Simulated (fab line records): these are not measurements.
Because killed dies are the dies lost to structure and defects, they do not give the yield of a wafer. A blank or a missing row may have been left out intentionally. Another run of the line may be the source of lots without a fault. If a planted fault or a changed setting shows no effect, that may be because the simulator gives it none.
fab line records | flow n5Finfet
[record] lots = 4 wafers = 12 lastDay = 16
route steps=1938 shown BEOL_M8@1350 PASSIVATION@1936
lots with no fault: from the same line, run without faults
startH: hours from the record's opening day to when the first of the lot's shown wafers began | waitH: hours elapsed since this lot's preceding step | " the same as in the row above | L1.1+2: one row covering several wafers at once | - no value, or no start given | * or withheld: withheld | < > ~ a bound
route shown NAME@n: NAME is a module with steps in the file, n the number in the route of the first one | usual: the fault-free wafers' mean and standard deviation | same: alike in all rows | chamber/n: place in a boat | sites: the reading at each site | _std_site: their standard deviation | _edge_site: inner sites' mean taken away from outer sites' mean | radiusMm: how far each site lies from the wafer's centre | mask NAME#n: copy n | behind: tool/chamber where the wafer was last shaped | hold: why the lot went on hold/how many hours it stayed there/how the hold came to an end | device: which transistor (n, p or np) failed to switch | end of line: the tests these same wafers got at the end of their route | step lacking rows: just its recipe | killed: the dies lost at the first sort to structure and to defects; this is not the yield of the wafer | map: a wafer's dies, x killed, . not, _ none there
set.NAME: the setting as run; set.NAME@STEP: as run at that earlier step | model.NAME: the simulator's own value behind a step, which no gauge read
lots at selected steps of the route; one table per step, one row per wafer
services: when a tool's chamber went out of use (startH, in hours from the record's first day, below 0 if earlier), for how many hours, and the reason
[[steps]]
[step N5_BEOL_M8_ETCH_62]
[recipe] chemistry = N2/H2 target = SOC targetDepthA = 1100 overetchA = 220 maskMaterial = SiARC tempC = 40 timeS = 165 ionEnergyEv = 200 pressureMtorr = 30 sourceW = 840 biasW = 150 n2FlowSccm = 200 h2FlowSccm = 200
[step N5_BEOL_M8_STRIP_68]
[recipe] chemistry = N2/H2 tempC = 40 n2FlowSccm = 200 h2FlowSccm = 200 rfFrequencyHz = 6e+07
[step N5_BEOL_M8_STRIP_67]
[recipe] chemistry = CF4 resist = SiARC powerW = 300 biasPowerW = 75 pressureMtorr = 50 cf4FlowSccm = 150 rfFrequencyHz = 6e+07
[step N5_BEOL_M8_HM_OPEN_17]
[recipe] chemistry = Cl2/BCl3 targetDepthA = 200 overetchA = 60 target = TiN maskMaterial = SOC ionEnergyEv = 150 pressureMtorr = 10 icpW = 1000 biasW = 126 Cl2_flow_sccm = 53.25 bcl3FlowSccm = 21.75 Ar_flow_sccm = 25
[step N5_BEOL_M8_STRIP_19]
[recipe] chemistry = O2 powerW = 400 tempC = 40 pressureMtorr = 30 rfFrequencyHz = 6e+07 biasPowerW = 0 overashFraction = 0.2 o2FlowSccm = 225
[step N5_BEOL_M8_COAT_63]
[recipe] resist = SOC tempC = 250 timeS = 60 spinRpm = 1500 resistThkNm = 60
[step N5_BEOL_M8_COAT_64]
[recipe] resist = SiARC tempC = 220 timeS = 60 spinRpm = 1500 resistThkNm = 12
[step N5_BEOL_M8_COAT_71]
[recipe] resist = underlayer tempC = 205 timeS = 60 spinRpm = 1500 resistThkNm = 5
[step N5_BEOL_M8_COAT_22]
[recipe] resist = CAR-EUV spinRpm = 1500 resistThkNm = 30
[step N5_BEOL_M8_EBR_24]
[recipe] solvent = PGMEA ebrWidthMm = 1.5
[step N5_BEOL_M8_SOFTBAKE_23]
[recipe] tempC = 110 timeS = 60 resist = CAR-EUV
[step N5_BEOL_M8_EXPOSE_25]
[recipe] maskId = V7 na = 0.33 sourceShape = annular sigmaInner = 0.4 sigmaOuter = 0.8 polarization = unpolarized targetCdNm = 40 doseMj = 42.5
[usual] reticleTempC = 22.99/0.089
[same] sigmaInner = 0.4
// columns lot.wafer tool chamber startH waitH mask reticleTempC
L595.1 euvScanner-02 0 219.78 - V7#0 23.10
L595.2 " 0 " " V7#0 23.19
L595.5 " 0 " " V7#0 23.01
L606.3 euvScanner-02 0 290.72 - V7#0 23.01
L606.5 " 0 " " V7#0 22.89
L606.6 " 0 " " V7#0 22.97
L607.1 euvScanner-02 0 294.25 - V7#0 22.82
L607.3 " 0 " " V7#0 22.99
L607.6 " 0 " " V7#0 22.88
L612.1 euvScanner-01 0 318.93 - V7#0 23.01
L612.3 " 0 " " V7#0 23.02
L612.6 " 0 " " V7#0 23.00
[step N5_BEOL_M8_PEB_26]
[recipe] pebTempC = 100 pebTimeS = 60 resist = CAR-EUV
[step N5_BEOL_M8_DEVELOP_27]
[recipe] developTimeS = 30 developer = TMAH resist = CAR-EUV rinseLiquid = surfactantRinse dry = airSpin devTempC = 23
[step N5_BEOL_M8_DESCUM_33]
[recipe] chemistry = O2 timeS = 7 sourcePowerW = 50 biasPowerW = 20 pressureMtorr = 20 rfFrequencyHz = 2.712e+07 tempC = 40 resist = CAR-EUV o2FlowSccm = 225
[usual] chamberPressureMTorr = 19.999/0.023 drypumpMotorCurrentA = 5.6/0.43 oesProductAu = 0.79/0.092 rfVppV = 243.1/1.7 showerheadPlenumPTorr = 2.09/0.11 throttleValvePct = 20.48/0.23
// columns lot.wafer tool chamber startH waitH chamberPressureMTorr drypumpMotorCurrentA oesProductAu rfHoursCounterH rfVppV showerheadPlenumPTorr throttleValvePct model.BEOL_M8.cdNm
L595.1 rieDiel-05 1 220.52 0.5 20.018 6.5 0.94 8 245.5 2.25 20.55 40.4
L595.2 " 2 " " 19.997 6.3 0.74 200 241.0 1.99 20.23 40.2
L595.5 " 3 " " 19.988 6.0 0.80 - 244.7 2.20 20.32 39.8
L606.3 rieDiel-03 2 291.06 0.1 19.984 5.2 0.76 165 242.2 1.97 20.24 39.2
L606.5 " 0 " " 20.015 5.5 0.84 - 244.1 2.25 20.48 39.2
L606.6 " 3 " " 20.009 5.4 0.68 - 242.8 2.05 20.49 39.2
L607.1 rieDiel-03 2 294.51 0.0 19.985 5.2 0.75 166 242.0 1.97 20.24 39.6
L607.3 " 1 " " 19.981 6.0 0.73 172 243.2 2.00 20.82 39.6
L607.6 " 0 " " 19.999 5.5 0.82 - 244.4 2.25 20.47 39.6
L612.1 rieDiel-03 2 319.18 0.0 19.966 5.2 0.75 179 241.6 1.97 20.26 40
L612.3 " 1 " " 20.014 6.1 0.73 184 241.0 2.00 20.82 40
L612.6 " 1 " " 19.995 6.1 0.74 - 241.7 2.00 20.86 40
[step N5_BEOL_M8_ETCH_72]
[recipe] chemistry = N2/H2 target = underlayer targetDepthA = 65 maskMaterial = CAR-EUV timeS = 5.2 ionEnergyEv = 200 pressureMtorr = 30 sourceW = 840 biasW = 150 n2FlowSccm = 200 h2FlowSccm = 200 ends = cleared
[step N5_BEOL_M8_ETCH_65]
[recipe] chemistry = CF4 target = SiARC targetDepthA = 156 maskMaterial = CAR-EUV timeS = 26 ionEnergyEv = 80 pressureMtorr = 40 sourceW = 545 biasW = 36 Ar_flow_sccm = 100 cf4FlowSccm = 100 ends = cleared
[step N5_BEOL_M8_ETCH_66]
[recipe] chemistry = N2/H2 target = SOC targetDepthA = 800 overetchA = 160 maskMaterial = SiARC tempC = 40 timeS = 120 ionEnergyEv = 200 pressureMtorr = 30 sourceW = 840 biasW = 150 n2FlowSccm = 200 h2FlowSccm = 200
[step N5_BEOL_M8_STRIP_69]
[recipe] chemistry = N2/H2 tempC = 40 n2FlowSccm = 200 h2FlowSccm = 200 rfFrequencyHz = 6e+07
[step N5_BEOL_M8_STRIP_73]
[recipe] chemistry = N2/H2 tempC = 40 n2FlowSccm = 200 h2FlowSccm = 200 rfFrequencyHz = 6e+07
[step N5_BEOL_M8_VIA_ETCH_34]
[recipe] chemistry = C4F6/O2 target = SiCOH_lowk targetDepthA = 1255 maskMaterial = SOC taperDeg = 4 timeS = 50.5 ionEnergyEv = 250 pressureMtorr = 30 sourceW = 345 biasW = 185 Ar_flow_sccm = 300 C4F6_flow_sccm = 10 O2_flow_sccm = 10
[usual] chamberPressureMTorr = 29.999/0.03 drypumpMotorCurrentA = 5.6/0.43 oesProductAu = 0.80/0.093 rfVppV = 669/15 showerheadPlenumPTorr = 2.84/0.13 throttleValvePct = 20.92/0.28
// columns lot.wafer tool chamber startH waitH chamberPressureMTorr drypumpMotorCurrentA oesProductAu rfHoursCounterH rfVppV showerheadPlenumPTorr throttleValvePct model.BEOL_M8.cdNm
L595.1 rieDiel-05 1 220.70 0.0 29.985 6.5 0.95 8 717 2.99 20.74 40
L595.2 " 2 " " 29.991 6.3 0.72 200 670 2.72 20.73 40.4
L595.5 " 3 " " 30.019 6.0 0.80 - 668 2.99 20.84 39.6
L606.3 rieDiel-03 2 291.24 0.0 29.977 5.2 0.76 166 674 2.74 20.99 39.2
L606.5 " 0 " " 29.983 5.5 0.84 - 667 3.02 20.77 39.2
L606.6 " 3 " " 29.989 5.4 0.68 - 662 2.78 20.88 39.4
L607.1 rieDiel-03 2 294.69 0.0 29.967 5.2 0.76 166 673 2.74 21.01 40
L607.3 " 1 " " 30.014 6.0 0.74 172 665 2.75 21.39 39.6
L607.6 " 0 " " 30.017 5.5 0.84 - 666 3.02 20.79 39.8
L612.1 rieDiel-03 2 319.36 0.0 29.968 5.2 0.75 179 675 2.74 21.01 40.4
L612.3 " 1 " " 29.988 6.0 0.73 184 665 2.75 21.41 40.2
L612.6 " 1 " " 29.998 6.0 0.73 - 665 2.74 21.42 40.2
[step N5_BEOL_M8_STRIP_76]
[recipe] chemistry = C4F6/O2 resist = SiARC rfFrequencyHz = 6e+07
[step N5_PASSIVATION_PROBE_49]
[usual] defectLimitedYield = 91.7/1.4 killed_at_M0_to_M3 = 32/9.7 killed_at_M4_up = 14/5.5 killedAtContacts = 13/6.1 killedAtFrontEnd = 35/10 killedAtOther = 4.2/2.9 killedDies = 98/17 killedOpen = 63/12 killedShort = 32/7.7 sort_bin_5_function = 4.8/0.9 sort_bin_6_memory = 3.1/0.63 sort_bin_8_speed = 1/3.3 sortNPass = 1073/41 sortYieldPct = 91/3.5
[same] grossDies = 1180 killedAtBackSide = 0 sort_bin_4_leakage[%] = 0
// columns lot.wafer tool chamber startH waitH defectLimitedYield[%] killed_at_M0_to_M3 killed_at_M4_up killedAtContacts killedAtFrontEnd killedAtOther killedDies killedOpen killedShort sort_bin_5_function[%] sort_bin_6_memory[%] sort_bin_8_speed[%] sortNPass sortYieldPct[%]
L607.1 prober-01 - 371.14 0.0 93.8 26 12 17 16 2 73 45 26 3.4 2.5 0 1107 94
L607.3 prober-01 - 371.24 0.1 93.6 18 10 14 32 1 75 52 23 3.6 2.5 0 1105 94
L607.6 prober-01 - 371.39 0.3 92.5 28 15 22 21 2 88 64 23 4.3 2.9 0 1092 93
L606.3 prober-02 - 373.72 0.1 92.6 39 20 6 18 4 87 68 19 4.4 2.7 0 1093 93
L606.5 prober-02 - 373.82 0.2 91.4 35 20 12 32 2 101 67 29 5.4 2.8 0 1079 91
L606.6 prober-02 - 373.87 0.3 90.9 39 15 14 36 3 107 65 42 5.1 3.6 0 1073 91
// killed by level:class
L607.1 MOL_CONTACT_COAG:geometricParticle:open=13 BEOL_M0_SAQP:geometricParticle:short=11 BEOL_M0_SAQP:geometricParticle:open=5 STI_FIN_REVEAL:geometricParticle:open=4 MOL_CONTACT_COAG:geometricParticle:short=4 BEOL_M3:geometricParticle:open=4 BEOL_M8:geometricParticle:open=3 STARTING-WAFER:geometricParticle:open=3
L607.3 MOL_CONTACT_COAG:geometricParticle:open=12 DUMMY_GATE:geometricParticle:open=7 FIN_SAQP:geometricParticle:open=5 BEOL_M0_SAQP:geometricParticle:short=5 STI_FIN_REVEAL:geometricParticle:open=4 DUMMY_GATE:geometricParticle:short=4 BEOL_M0_SAQP:geometricParticle:open=4 BEOL_M2:geometricParticle:open=4
L607.6 MOL_CONTACT_COAG:geometricParticle:open=17 BEOL_M2:geometricParticle:open=10 DUMMY_GATE:geometricParticle:open=7 BEOL_M4:geometricParticle:open=7 MOL_CONTACT_COAG:geometricParticle:short=5 BEOL_M0_SAQP:geometricParticle:short=5 BEOL_M5:geometricParticle:open=4 FIN_SAQP:geometricParticle:short=3
L606.3 BEOL_M4:geometricParticle:open=12 BEOL_M1:geometricParticle:open=11 BEOL_M3:geometricParticle:open=9 BEOL_M0_SAQP:geometricParticle:open=7 MOL_CONTACT_COAG:geometricParticle:open=6 BEOL_M3:geometricParticle:short=6 STI_FIN_REVEAL:geometricParticle:open=4 DUMMY_GATE:geometricParticle:open=3
L606.5 BEOL_M3:geometricParticle:open=12 MOL_CONTACT_COAG:geometricParticle:open=12 BEOL_M3:geometricParticle:short=10 BEOL_M4:geometricParticle:open=9 FIN_SAQP:geometricParticle:short=6 FIN_SAQP:geometricParticle:open=6 STI_FIN_REVEAL:geometricParticle:open=4 BEOL_M1:geometricParticle:open=4
L606.6 MOL_CONTACT_COAG:geometricParticle:open=12 STI_FIN_REVEAL:geometricParticle:open=10 BEOL_M3:geometricParticle:short=10 BEOL_M3:geometricParticle:open=8 BEOL_M1:geometricParticle:short=6 BEOL_M4:geometricParticle:open=6 BEOL_M1:geometricParticle:open=5 GATE_CUT:geometricParticle:short=4
[[services]]
// columns tool chamber startH hours kind
euvScanner-01 - 200.64 5.8 pm
euvScanner-01 - 215.20 12.0 pm
euvScanner-02 - 227.20 12.0 pm
euvScanner-01 - 229.28 1.1 repair
rieDiel-05 3 236.18 4.1 repair
euvScanner-01 - 239.20 1.0 pm
euvScanner-02 - 240.21 1.0 pm
rieDiel-03 1 247.14 7.8 repair
euvScanner-02 0 248.73 - calibration
euvScanner-01 - 283.52 1.0 pm
euvScanner-02 - 291.77 0.7 repair
euvScanner-01 - 292.75 4.6 pm
rieDiel-05 2 293.13 6.3 repair
rieDiel-03 3 297.06 - clean
rieDiel-03 3 297.06 - consumableReplace:focusRing
rieDiel-03 3 297.06 31.2 scheduledDown
rieDiel-03 3 297.06 31.2 ventCycle
euvScanner-02 - 297.35 1.0 pm
[[key]]
firstSign none at tools or gauges
[modelEffect] step = N5_BEOL_M8_DESCUM_33 value = BEOL_M8.cdNm without = 39.8 struck = 39.4
[modelEffect] step = N5_BEOL_M8_VIA_ETCH_34 value = BEOL_M8.cdNm without = 40 struck = 39.53
metAt N5_BEOL_M8_EXPOSE_25
struckWafers L606.3,L606.5,L606.6,L607.1,L607.3,L607.6
[loopTrim] step = N5_BEOL_M8_EXPOSE_25 setting = dose lots = L607
onsetBetween 219.78 290.72
[fault] kind = processParameterDrift tool = euvScanner-02 chamber = - onsetH = 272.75 steps = N5_BEOL_M8_EXPOSE_25 channel = doseMj offset = -0.89982 shape = step actsIn = theseRecipesOnly stated = 42.5
// loopTrim: a control loop set the setting to another value than it would have without faults
